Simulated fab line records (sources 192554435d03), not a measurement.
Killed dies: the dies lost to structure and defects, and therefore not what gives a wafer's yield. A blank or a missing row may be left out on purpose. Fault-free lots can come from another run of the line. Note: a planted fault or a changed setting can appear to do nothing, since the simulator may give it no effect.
Matching of chambers ; flow n5 finfet ; 4 sister chambers for N5_BEOL_M6_STRIP_19 on rie diel-06
The step strips in O2. 20 wafers are shown with their chamber, then 10 later ones without.

== WAFERS PAIRED WITH THEIR CHAMBERS ==
wafer;chamber;drypump motor current A (A);showerhead plenum p Torr (Torr);throttle valve pct (%)
L080.1;1;5.9;2.21;16.48
L080.3;0;5.3;2.13;16.54
L080.4;2;5.4;2.16;16.54
L079.2;3;5.0;2.22;16.78
L079.3;1;5.9;2.21;16.47
L079.5;3;5.0;2.22;16.81
L082.1;1;5.9;2.21;16.49
L082.3;2;5.3;2.16;16.55
L082.6;0;5.3;2.13;16.55
L084.3;3;4.9;2.21;16.83
L084.4;1;5.9;2.20;16.52
L084.6;2;5.3;2.15;16.59
L086.1;3;5.0;2.21;16.83
L086.4;0;5.3;2.12;16.58
L086.5;3;5.0;2.21;16.83
L089.2;1;5.9;2.20;16.54
L089.3;3;4.9;2.21;16.85
L089.5;2;5.4;2.15;16.59
L088.3;1;5.9;2.20;16.53
L088.5;0;5.3;2.12;16.60

SIGNATURES (means of the wafers above)
reading;chamber 0;chamber 1;chamber 2;chamber 3;scatter within a chamber
drypump motor current A;5.300;5.900;5.350;4.967;0.0382
showerhead plenum p Torr;2.1250;2.2050;2.1550;2.2133;0.0055
throttle valve pct;16.5675;16.5050;16.5675;16.8217;0.0267
Rule: for each reading, subtract the chamber's mean from the wafer's reading, divide by that reading's scatter and square the result; add these up over the readings and take the root, which gives the wafer's distance from the chamber. If the next closest chamber is less than 2 further off than the closest, the wafer can't be placed; otherwise it belongs to the closest. How the scatter is found: for the shown wafers, subtract from each reading the mean of its chamber, square and add these, divide the total by (wafers less chambers), then take the root.

== WAFERS WHOSE CHAMBER IS MISSING ==
wafer;drypump motor current A (A);showerhead plenum p Torr (Torr);throttle valve pct (%)
L088.6;5.9;2.20;16.52
L094.3;5.3;2.15;16.59
L094.5;5.4;2.15;16.61
L094.6;5.0;2.21;16.85
L095.2;5.3;2.11;16.61
L095.4;5.9;2.19;16.55
L095.5;5.4;2.15;16.62
L097.1;4.9;2.21;16.88
L097.3;5.2;2.11;16.62
L097.4;5.9;2.19;16.56

== EACH ONE'S CHAMBER ==
wafer;from the rows above;in truth
L088.6;1;1
L094.3;2;2
L094.5;2;2
L094.6;3;3
L095.2;0;0
L095.4;1;1
L095.5;2;2
L097.1;3;3
L097.3;0;0
L097.4;1;1
Placed correctly: 10 of 10. From these rows, 0 cannot be placed. Number placed wrongly: 0.
